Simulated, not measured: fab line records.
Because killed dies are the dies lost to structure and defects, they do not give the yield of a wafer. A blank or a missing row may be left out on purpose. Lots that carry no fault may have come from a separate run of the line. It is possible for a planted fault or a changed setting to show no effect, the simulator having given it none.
Which tool is to blame?	flow nand-harc	Sampling: 13 lots, 39 wafers, 6 of 1302 route steps

WHAT EACH GAUGE READ, for each wafer
NHARC_A_ZERO_WELL_CD_MEAS_10: target cd 2000 nm.
lot	measured	on	cd-nm (nm)
L464	day 6 21:04	cd-sem-01	1999.5 1999.2 2001.9
L467	day 7 22:34	cd-sem-02	2000.7 2000.4 1997.8
L468	day 8 08:35	cd-sem-03	2000.3 1999.8 1998.6
L471	day 9 13:08	cd-sem-03	1998.8 1999.1 1999.2
L472	day 10 05:13	cd-sem-01	1998.2 1999.2 1997.4
L475	day 11 05:07	cd-sem-03	2000.8 2001.2 2000.5
L476	day 11 16:21	cd-sem-02	1996.0 1998.8 1999.9
L478	day 12 22:12	cd-sem-01	2001.0 1997.5 2000.6
L479	day 12 22:51	cd-sem-01	2000.6 1998.9 2001.8
L482	day 14 01:31	cd-sem-02	1997.5 2001.2 2001.6
L483	day 14 14:37	cd-sem-03	1999.4 1998.8 1999.6
L485	day 15 10:41	cd-sem-02	1999.8 1999.6 2000.1
L486	day 16 16:30	cd-sem-03	1999.4 1998.1 1996.3

NHARC_A_SOURCE_PLATE_THK_MEAS_06: measures by ellipsometry.
lot	measured	on	thk-nm (nm)
L464	day 7 19:58	film-metro-01	201.1 202.2 200.4
L467	day 8 22:39	film-metro-01	203.7 202.3 201.3
L468	day 9 06:27	film-metro-02	202.9 203.1 202.0
L471	day 10 10:22	film-metro-01	200.4 201.8 201.3
L472	day 11 03:21	film-metro-02	199.5 197.3 196.2
L475	day 12 00:46	film-metro-02	204.0 204.5 204.3
L476	day 12 15:28	film-metro-01	200.9 201.5 202.0
L478	day 13 20:52	film-metro-02	199.1 200.0 202.0
L479	day 13 20:52	film-metro-01	194.9 197.9 198.4
L482	day 14 23:47	film-metro-01	201.1 201.0 201.2
L483	day 15 12:19	film-metro-02	197.0 201.1 198.8
L485	day 16 07:31	film-metro-02	200.4 199.6 198.9
L486	day 17 13:14	film-metro-02	199.0 197.3 198.6

NHARC_A_ONON_D1_THK_MEAS_30: measures by ellipsometry.
lot	measured	on	thk-nm (nm)
L464	day 8 08:57	film-metro-02	1005 1003 1005
L467	day 9 12:29	film-metro-02	1010 1009 1009
L468	day 9 22:01	film-metro-02	1001 997 998
L471	day 11 01:30	film-metro-02	1007 1005 1006
L472	day 11 16:35	film-metro-02	1690 1692 1691
L475	day 12 13:42	film-metro-01	1687 1690 1689
L476	day 13 04:47	film-metro-02	1014 1015 1015
L478	day 14 12:57	film-metro-01	998 998 999
L479	day 14 12:57	film-metro-02	995 994 995
L482	day 15 12:43	film-metro-01	1004 1004 1006
L483	day 16 01:03	film-metro-01	1005 1002 1004
L485	day 16 21:18	film-metro-01	996 996 997
L486	day 18 02:10	film-metro-02	1003 1004 1004

NHARC_END_SORT_01.
lot	measured	on	killed-at-array	killed-at-other	killed-at-periphery	killed-dies	killed-open	killed-short
L472	day 27 12:47	prober-01	675 675 676	2 0 1	0 2 0	677 677 677	2 3 2	0 6 2
L475	day 28 13:14	prober-01	672 677 672	2 0 0	3 0 5	677 677 677	3 1 4	6 2 2

WHAT TOOL EACH LOT RAN ON (gives the tool, then ch and the chambers of the sampled wafers, and finally the start)
lot	NHARC_A_ONON_D1_DEP_28	NHARC_A_CHANNEL_HOLE_D1_DESCUM_15
L464	pecvd-onon-02 ch 0, day 8 08:26	rie-diel-11 ch 0,1,2, day 8 12:23
L467	pecvd-onon-04 ch 0, day 9 12:02	rie-diel-11 ch 0,1, day 9 16:19
L468	pecvd-onon-01 ch 0, day 9 21:30	rie-diel-11 ch 0,1, day 10 01:22
L471	pecvd-onon-02 ch 0, day 11 00:59	rie-diel-11 ch 0,2,3, day 11 07:22
L472	pecvd-onon-04 ch 0, day 11 16:11	-
L475	pecvd-onon-04 ch 0, day 12 13:22	-
L476	pecvd-onon-01 ch 0, day 13 04:23	rie-diel-11 ch 2,3, day 13 08:17
L478	pecvd-onon-02 ch 0, day 14 12:26	rie-diel-08 ch 0,1, day 14 16:31
L479	pecvd-onon-01 ch 0, day 14 12:26	rie-diel-11 ch 0,3, day 14 16:22
L482	pecvd-onon-04 ch 0, day 15 12:13	rie-diel-08 ch 0,2,3, day 15 16:20
L483	pecvd-onon-04 ch 0, day 16 00:40	rie-diel-11 ch 1,2, day 16 08:23
L485	pecvd-onon-02 ch 0, day 16 20:51	rie-diel-11 ch 1,2,3, day 17 05:58
L486	pecvd-onon-04 ch 0, day 18 01:46	rie-diel-08 ch 0,3, day 18 06:19
- NHARC_A_ONON_D1_DEP_28: target thk 1000 nm.
- NHARC_A_CHANNEL_HOLE_D1_DESCUM_15: chemistry O2, time 3 s.

WHAT THE TOOLS THEMSELVES READ (means of the sampled wafers that have a number; where no wafer has one, the mark that the record gives instead)
NHARC_A_ONON_D1_DEP_28.
lot	tool	n2o-flow-sccm (sccm)
L464	pecvd-onon-02	1996
L467	pecvd-onon-04	1996
L468	pecvd-onon-01	2000
L471	pecvd-onon-02	1999
L472	pecvd-onon-04	1995
L475	pecvd-onon-04	1996
L476	pecvd-onon-01	2005
L478	pecvd-onon-02	1995
L479	pecvd-onon-01	1997
L482	pecvd-onon-04	2002
L483	pecvd-onon-04	2006
L485	pecvd-onon-02	1996
L486	pecvd-onon-04	2001

NHARC_A_CHANNEL_HOLE_D1_DESCUM_15.
lot	tool	drypump-motor-current-A (A)	oes-product-au (a.u.)	rf-vpp-V (V)	showerhead-plenum-p-Torr (Torr)	throttle-valve-pct (%)
L464	rie-diel-11	5.6	1.010	57.7	1.99	11.316
L467	rie-diel-11	5.7	1.000	58.1	1.96	11.300
L468	rie-diel-11	5.8	1.013	58.7	1.99	11.309
L471	rie-diel-11	5.6	1.006	57.9	1.99	11.318
L476	rie-diel-11	5.5	1.004	57.0	2.00	11.314
L478	rie-diel-08	6.0	1.007	58.3	2.02	11.306
L479	rie-diel-11	5.7	1.001	57.6	1.95	11.310
L482	rie-diel-08	5.9	0.998	57.9	1.98	11.311
L483	rie-diel-11	5.5	1.001	57.3	2.00	11.299
L485	rie-diel-11	5.7	1.003	57.9	2.01	11.314
L486	rie-diel-08	6.1	1.012	58.3	1.98	11.309

THE ANSWER, worked out from the rows above alone
Rule: what is usual is taken from the lots themselves. Put in order of their means at a reading, lots are off if they are a third of the lots or fewer, leave a main group of 4 or more, and stand apart from it by a gap of 3 or more times the standard deviation of the main group's means; of several such gaps the widest counts. If all means in a main group match to the digits the tables above print for the reading, that group is not used. Also off: a lot with no number at a reading for which 4 or more lots have one. Where the step has rows for the other lots, those lots are counted as sound. After the gauges, taken in route order, come the tools' own readings; for these a lot's mean is taken, as printed above. The first step at which some lot is off is used, and at that step the reading that is off furthest; a lot without a number counts as furthest.
Off at NHARC_A_ONON_D1_THK_MEAS_30 (thk-nm): L472, L475. The main group has a mean of 1003 nm with a standard deviation of 5.6.
If a tool, at a process step before that reading, ran all the lots that are off and no sound lot after the first of them, it fits. Those tools and the gauges at NHARC_A_ONON_D1_THK_MEAS_30 are tried in the same way. Not one of the candidates tried fits.

WHAT THE SIMULATOR HAD INSERTED
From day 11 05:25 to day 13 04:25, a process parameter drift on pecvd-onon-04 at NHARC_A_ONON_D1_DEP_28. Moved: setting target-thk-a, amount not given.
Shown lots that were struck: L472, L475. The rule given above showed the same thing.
